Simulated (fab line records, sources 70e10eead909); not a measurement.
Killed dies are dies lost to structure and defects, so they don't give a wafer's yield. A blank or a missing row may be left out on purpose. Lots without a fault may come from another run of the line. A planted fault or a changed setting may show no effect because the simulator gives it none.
Problem report in the 8D (eight disciplines) form, filled by code | flow nand_harc | the parts of the form that need people (team, actions taken, sign-off) are left out

1. THE PROBLEM
killed_at_array at NHARC_END_SORT_01 reads a mean of 672 on 4 wafers of 3 lots; wafers without a fault read 27 with a standard deviation of 11. That is +59 standard deviations from the usual mean.
First seen on wafer L997.2, day 22 03:00, on prober-01. The record holds 19 wafers of 7 lots with a number at this step. Rule for "out", or "out of limits": more than 4 standard deviations from the usual mean. The other wafers with a number count as sound.

2. WHAT IT IS AND WHAT IT IS NOT
question                    | is                             | is not
which readings at this step | killed_at_array, killed_dies   | killed_at_other, killed_at_periphery, killed_open, killed_short
which lots                  | L100, L996, L997               | L103, L986, L987, L993
which wafers of those lots  | L100.1, L996.1, L996.2, L997.2 | L100.6, L996.4, L997.5
read on which gauges        | prober-01, prober-02           | -
when                        | from day 22 03:00              | up to then (9 sound wafers); but 6 sound wafers of L100, L103, L996, L997 came after

3. SUSPECTS, AND WHAT RULES EACH OUT
Counting: a tool at a process step up to the reading stays a suspect if it ran every lot that is out. Sound lots after the first of them don't rule it out here, since some wafers of a struck lot are sound.
- the gauge at NHARC_END_SORT_01: ruled out. The wafers that are out were read on 2 gauges (prober-01, prober-02).
- ald_metal-04 at NHARC_A_BLC_ALD_23 (deposits TiN, target thk 3 nm, pulse time 1 s, ald cycles 150): kept. It ran every lot that is out, first L997 (day 20 06:39); its last sound lot up to then is L987 (day 17 17:58).
Left after counting: ald_metal-04 at NHARC_A_BLC_ALD_23.

4. THE CAUSE (what the simulator had put in)
Process parameter drift: ald_metal-04, from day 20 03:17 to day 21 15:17, at NHARC_A_BLC_ALD_23. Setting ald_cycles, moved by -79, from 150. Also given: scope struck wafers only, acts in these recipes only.
Counting left only this tool.

5. THE CHAIN OF EFFECTS, in route order
Each row: a reading whose mean over the struck wafers that have a number lies more than 3 standard deviations from the usual. Only readings for which the record gives a usual standard deviation are gone through. hours: the time from each lot's start at the first step in this table that gives one to its start at this step, as a median over the lots. sigmas: the change in usual standard deviations.
hours | step              | reading         | usual | on struck wafers | change | sigmas
0     | NHARC_END_SORT_01 | killed_at_array | 27    | 672              | +645   | +59
0     | NHARC_END_SORT_01 | killed_dies     | 31    | 677              | +646   | +54

6. WHAT WOULD HAVE CAUGHT IT SOONER
In this record the first reading out of limits at a measuring or inspecting step was taken at day 22 03:00, 48 hours after the fault began at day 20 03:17.
Of the tool readings at NHARC_A_BLC_ALD_23 for which the record gives a usual standard deviation, none was out on any struck wafer, so an alarm limit of 4 standard deviations on them would not have fired.
All the lots that are out (3) had begun NHARC_A_BLC_ALD_23 on ald_metal-04 by day 22 03:00. A hold on the tool at that time would have spared none of them.
